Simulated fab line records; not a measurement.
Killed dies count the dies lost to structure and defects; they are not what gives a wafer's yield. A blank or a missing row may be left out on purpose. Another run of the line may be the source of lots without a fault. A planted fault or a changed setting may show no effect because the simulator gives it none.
Split-lot experiment + flow n5-finfet + on a route of 1938 steps: 7 lots, 39 wafers read

== THE SPLIT ITSELF ==
At N5_BEOL_M15_SPUTTER_43 (material TaN, target thk 15 nm, time 24.19 s), the setting target-thk-a was moved away from the recipe's 150 angstrom on 12 of the 39 wafers read, by -38.4% to -15.6%. The other wafers ran this setting at the recipe's value.

== FROM THE SPLIT TO THE READING: what the file shows between them, 4 steps ==
- N5_BEOL_M15_SPUTTER_44: material Ta, target thk 15 nm, time 24.19 s
- N5_BEOL_M15_SPUTTER_45: material Cu, target thk 100 nm, time 16.67 s
- N5_BEOL_M15_ECD_47: material Cu, target thk 1860 nm
- N5_BEOL_M15_ANNEAL_48: time 90 s

== THE READING ==
barrier-field-endpoint-s, in s, at N5_BEOL_M15_CMP_49 (polishes, stops on SiO2, t overpolish 4.9 s, target thk 850 nm). A value of 11.43 s with a standard deviation of 0.22 s is what fault-free wafers of this fab line usually give.

| wafer  | tool, chamber at the split | target-thk-a as run, angstrom | against the recipe | barrier-field-endpoint-s, s | against lot-mates on the recipe |
|--------|----------------------------|-------------------------------|--------------------|-----------------------------|---------------------------------|
| L074.2 | pvd-sputter-01, -          | 150                           | recipe             | 11.43                       | -                               |
| L074.3 | pvd-sputter-01, -          | 109.9                         | -26.7%             | 10.28                       | -1.21                           |
| L074.1 | pvd-sputter-01, -          | 109.9                         | -26.7%             | 10.01                       | -1.48                           |
| L074.4 | pvd-sputter-01, -          | 150                           | recipe             | 11.35                       | -                               |
| L074.6 | pvd-sputter-01, -          | 109.9                         | -26.7%             | 9.98                        | -1.51                           |
| L074.5 | pvd-sputter-01, -          | 150                           | recipe             | 11.70                       | -                               |
| L075.2 | pvd-sputter-02, -          | 150                           | recipe             | 11.42                       | -                               |
| L075.4 | pvd-sputter-02, -          | 150                           | recipe             | 11.58                       | -                               |
| L075.3 | pvd-sputter-02, -          | 150                           | recipe             | 11.25                       | -                               |
| L075.1 | pvd-sputter-02, -          | 150                           | recipe             | 11.66                       | -                               |
| L075.5 | pvd-sputter-02, -          | 150                           | recipe             | 11.30                       | -                               |
| L075.6 | pvd-sputter-02, -          | 150                           | recipe             | 11.55                       | -                               |
| L085.4 | pvd-sputter-01, -          | 150                           | recipe             | 11.39                       | -                               |
| L085.1 | pvd-sputter-01, -          | 150                           | recipe             | 11.70                       | -                               |
| L085.3 | pvd-sputter-01, -          | 150                           | recipe             | 11.42                       | -                               |
| L085.2 | pvd-sputter-01, -          | 150                           | recipe             | 11.48                       | -                               |
| L085.6 | pvd-sputter-01, -          | 150                           | recipe             | 11.39                       | -                               |
| L085.5 | pvd-sputter-01, -          | 150                           | recipe             | 11.59                       | -                               |
| L083.1 | pvd-sputter-03, -          | 150                           | recipe             | 11.79                       | -                               |
| L083.5 | pvd-sputter-03, -          | 150                           | recipe             | 11.55                       | -                               |
| L083.6 | pvd-sputter-03, -          | 150                           | recipe             | 12.01                       | -                               |
| L086.2 | pvd-sputter-03, -          | 92.33                         | -38.4%             | 9.26                        | -2.20                           |
| L086.4 | pvd-sputter-03, -          | 92.33                         | -38.4%             | 9.28                        | -2.18                           |
| L086.3 | pvd-sputter-03, -          | 150                           | recipe             | 11.85                       | -                               |
| L086.1 | pvd-sputter-03, -          | 92.33                         | -38.4%             | 9.24                        | -2.22                           |
| L086.5 | pvd-sputter-03, -          | 150                           | recipe             | 11.29                       | -                               |
| L086.6 | pvd-sputter-03, -          | 150                           | recipe             | 11.24                       | -                               |
| L088.2 | pvd-sputter-01, -          | 126.6                         | -15.6%             | 10.14                       | -1.20                           |
| L088.1 | pvd-sputter-01, -          | 150                           | recipe             | 11.63                       | -                               |
| L088.4 | pvd-sputter-01, -          | 126.6                         | -15.6%             | 10.59                       | -0.75                           |
| L088.3 | pvd-sputter-01, -          | 126.6                         | -15.6%             | 10.39                       | -0.95                           |
| L088.5 | pvd-sputter-01, -          | 150                           | recipe             | 11.29                       | -                               |
| L088.6 | pvd-sputter-01, -          | 150                           | recipe             | 11.10                       | -                               |
| L096.3 | pvd-sputter-02, -          | 150                           | recipe             | 11.17                       | -                               |
| L096.1 | pvd-sputter-02, -          | 150                           | recipe             | 11.34                       | -                               |
| L096.4 | pvd-sputter-02, -          | 101.4                         | -32.4%             | 9.46                        | -1.70                           |
| L096.2 | pvd-sputter-02, -          | 150                           | recipe             | 10.97                       | -                               |
| L096.6 | pvd-sputter-02, -          | 101.4                         | -32.4%             | 9.50                        | -1.66                           |
| L096.5 | pvd-sputter-02, -          | 101.4                         | -32.4%             | 9.38                        | -1.78                           |

THE FIT
A straight line over all 39 wafers: barrier-field-endpoint-s changes by +0.0581 s for each +1% of target-thk-a; r = +0.96; the points scatter about the line by 0.23 s.
The same after taking each lot's own level away (the mean of its wafers on the recipe; 39 wafers): +0.0552 s for each +1%; r = +0.98; scatter 0.17 s.
Per that fit: largest target-thk-a move, reading shift of 2.1 s.
Across the lots, their own levels run from 11.160 to 11.783 s, a range of 2.8 times the standard deviation given above.
Consequently the slope shifts little with the lot-to-lot level, the two slopes agreeing.
Check: for one of the wafers moved furthest among these (-38.4%), held out of the fit, the line's prediction against its lot-mates is -2.11 s. Against them it came out at -2.2 s.

== THE OTHER SPLITS THESE WAFERS WENT THROUGH ==
These wafers also went through other splits before the reading. Each is held against what the fit with the lots' levels taken away leaves over:
| other split on the same wafers | wafers away from the commonest value | r with barrier-field-endpoint-s (lot level and that fit taken away) |
|--------------------------------|--------------------------------------|---------------------------------------------------------------------|
| N5_BEOL_M12_SPUTTER_43 time-s  | 12                                   | +0.01                                                               |

== THE WHOLE CHAIN: every reading that the file lists as answering this split, in the file's order ==
| step                   | what it does                                                   | reading                                                                            | change (the file's fit)               | r (the file's) |
|------------------------|----------------------------------------------------------------|------------------------------------------------------------------------------------|---------------------------------------|----------------|
| N5_BEOL_M15_SPUTTER_43 | material TaN, target thk 15 nm, time 24.19 s                   | TaN_of_BEOL_M15_SPUTTER_43.thk-nm (the simulator's own value, which no gauge read) | +0.15 nm for each +1% of the setting  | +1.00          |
| N5_BEOL_M15_CMP_49     | polishes, stops on SiO2, t overpolish 4.9 s, target thk 850 nm | barrier-field-endpoint-s                                                           | +0.0553 s for each +1% of the setting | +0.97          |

== THE FILE'S OWN FIT ==
barrier-field-endpoint-s changes by +0.0553 s for each +1% of target-thk-a, r = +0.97.
